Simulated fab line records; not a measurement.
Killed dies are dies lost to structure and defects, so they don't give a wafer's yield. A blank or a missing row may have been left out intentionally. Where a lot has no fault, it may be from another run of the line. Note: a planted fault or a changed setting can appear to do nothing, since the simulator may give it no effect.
Comparing a struck lot with a sound one + flow nandHarc + 25 steps out of a route of 1159
Sound: wafers L773.2, L773.3, L773.6. Struck: wafers L779.2, L779.5, L779.6. The cause is named last.
Order at every step that has rows: each side's tool, ch and its chambers, its first start. Under that, the readings that differ: sound wafers + struck wafers + difference of the means + sigmas: that difference in standard deviations of wafers without a fault.
alike: a reading whose means differ by less than 2 such deviations, as well as words and numbers matching on both sides. not compared: withheld readings; readings where some wafer has no value; bounds like >300 that might hide an equal value; numbers whose values overlap and for which the record gives no deviation.
A row with sigmas, a row that says differs or no value, or rows on one side alone: a step with any of these is where the two part. When numbers do not overlap yet have no deviation, they are printed without sigmas and do not part them. A reading that every wafer of one side lacks parts them only if that side has two wafers or more.

NHARC_P_CONTACT_DEP_30: deposits SiNx, target thk 30 nm.
  sound on pecvd-01 ch 1, day 6 15:21; struck on pecvd-01 ch 1,2, day 8 15:37
  alike: heaterPowerW, rfFwdPowerW
NHARC_P_CONTACT_DEP_00: deposits SiO2, target thk 500 nm.
  sound on pecvd-01 ch 1, day 6 15:42; struck on pecvd-01 ch 1,2
| reading         | sound             | struck            | difference | sigmas |
|-----------------|-------------------|-------------------|------------|--------|
| rfFwdPowerW (W) | 902.1 899.2 903.1 | 897.9 896.2 892.6 | -5.9       | -2     |
  alike: heaterPowerW, mfcPrecursorSccm, throttleValvePct
then, 9 steps without rows for these wafers: NHARC_P_CONTACT_CMP_01 (polishes SiO2, target thk 200 nm); NHARC_P_CONTACT_SRD_03; NHARC_P_CONTACT_DEHYDRATE_04 (time 120 s); NHARC_P_CONTACT_HMDS_05 (time 30 s); NHARC_P_CONTACT_COAT_33 (time 75 s); NHARC_P_CONTACT_COAT_34 (time 65 s); NHARC_P_CONTACT_COAT_06 (resist thk 90 nm); NHARC_P_CONTACT_SOFTBAKE_07 (time 55 s); NHARC_P_CONTACT_EBR_08.
NHARC_P_CONTACT_EXPOSE_09: exposes mask P CA, target cd 90 nm.
  sound on arfiScanner-01 ch 0, day 6 16:49; struck on arfiScanner-03 ch 0, day 8 17:01
| reading | sound                | struck                        | difference | sigmas |
|---------|----------------------|-------------------------------|------------|--------|
| mask    | P_CA#0 P_CA#0 P_CA#0 | P_CA_R1#0 P_CA_R1#0 P_CA_R1#0 | differs    |        |
then, 2 steps without rows for these wafers: NHARC_P_CONTACT_PEB_10 (peb time 65 s); NHARC_P_CONTACT_DEVELOP_11 (develop time 35 s).
NHARC_P_CONTACT_CD_MEAS_12 targets a cd of 90 nm.
  sound on cdSem-01 ch 0, day 6 16:57; struck on cdSem-02 ch 0, day 8 17:10
| reading   | sound          | struck         | difference | sigmas |
|-----------|----------------|----------------|------------|--------|
| cdNm (nm) | 91.0 90.6 90.8 | 97.0 96.2 97.0 | +5.9       | +8     |
NHARC_P_CONTACT_OVL_MEAS_13:
  sound: overlay-01 at day 6 17:02; struck: overlay-01 at day 8 17:15
  alike: overlayXNm, overlayYNm
NHARC_P_CONTACT_INSPECT_14:
  sound: defectInspect-02 at day 6 17:05; struck: defectInspect-01 at day 8 17:17
  alike: rawDefectCount
NHARC_P_CONTACT_DESCUM_17: chemistry O2, time 3 s.
  sound on rieDiel-11 ch 1,3, day 6 17:08; struck on rieDiel-11 ch 1,2,3, day 8 17:22
| reading                   | sound            | struck            | difference | sigmas |
|---------------------------|------------------|-------------------|------------|--------|
| model.P_CONTACT.cdNm (nm) | 91.47 90.84 90.4 | 97.24 95.94 97.28 | +5.92      |        |
  alike: drypumpMotorCurrentA, oesProductAu, rfVppV, showerheadPlenumPTorr, throttleValvePct
  not compared: rfHoursCounterH
NHARC_P_CONTACT_ETCH_35: etches the open film in CF4, target depth 39 nm, time 65 s.
  sound on rieDiel-11 ch 1,2,3, day 6 17:13; struck on rieDiel-11 ch 0,1,3, day 8 17:26
  alike: drypumpMotorCurrentA, oesProductAu, rfFwdPowerW, rfVppV, showerheadPlenumPTorr, throttleValvePct
  not compared: rfHoursCounterH
NHARC_P_CONTACT_ETCH_36: etches the open film in N2/H2, target depth 260 nm, time 406.25 s.
  sound on rieDiel-11 ch 0,1; struck on rieDiel-11 ch 0,1,3
  alike: drypumpMotorCurrentA, h2FlowSccm, oesProductAu, rfFwdPowerW, rfVppV, showerheadPlenumPTorr, throttleValvePct
  not compared: rfHoursCounterH
NHARC_P_CONTACT_ETCH_18: etches the open film in C4F8/O2/Ar, target depth 481 nm, time 240.5 s.
  sound on rieDiel-11 ch 0,1; struck on rieDiel-11 ch 0,2,3
  alike: oesProductAu, rfFwdPowerW, rfVppV
  not compared: rfHoursCounterH
then, 1 step without rows for these wafers: NHARC_P_CONTACT_STRIP_37 (strips in C4F8/O2/Ar).
NHARC_P_CONTACT_ETCH_31: etches the open film in CH3F/O2, target depth 30 nm, time 85.7 s.
  sound on rieDiel-11 ch 0,2,3; struck on rieDiel-11 ch 2,3
| reading                   | sound             | struck            | difference | sigmas |
|---------------------------|-------------------|-------------------|------------|--------|
| model.P_CONTACT.cdNm (nm) | 93.73 87.54 88.12 | 97.79 97.88 94.75 | +7.01      |        |
  alike: drypumpMotorCurrentA, oesProductAu, rfFwdPowerW, rfVppV, showerheadPlenumPTorr, throttleValvePct
  not compared: rfHoursCounterH
NHARC_P_CONTACT_CD_MEAS_19:
  sound: cdSem-01 at day 6 18:01; struck: cdSem-02 at day 8 18:13
| reading   | sound          | struck         | difference | sigmas |
|-----------|----------------|----------------|------------|--------|
| cdNm (nm) | 93.9 87.2 88.0 | 97.7 97.8 94.8 | +7.1       | +4     |
NHARC_END_SORT_01:
  the record has rows for the sound wafers here (prober-01 ch 0, day 19 20:19) and none for the struck ones

WHERE THEY PART
Earliest at NHARC_P_CONTACT_DEP_00; latest, in this record, at NHARC_END_SORT_01.

WHY: what had been put in by the simulator
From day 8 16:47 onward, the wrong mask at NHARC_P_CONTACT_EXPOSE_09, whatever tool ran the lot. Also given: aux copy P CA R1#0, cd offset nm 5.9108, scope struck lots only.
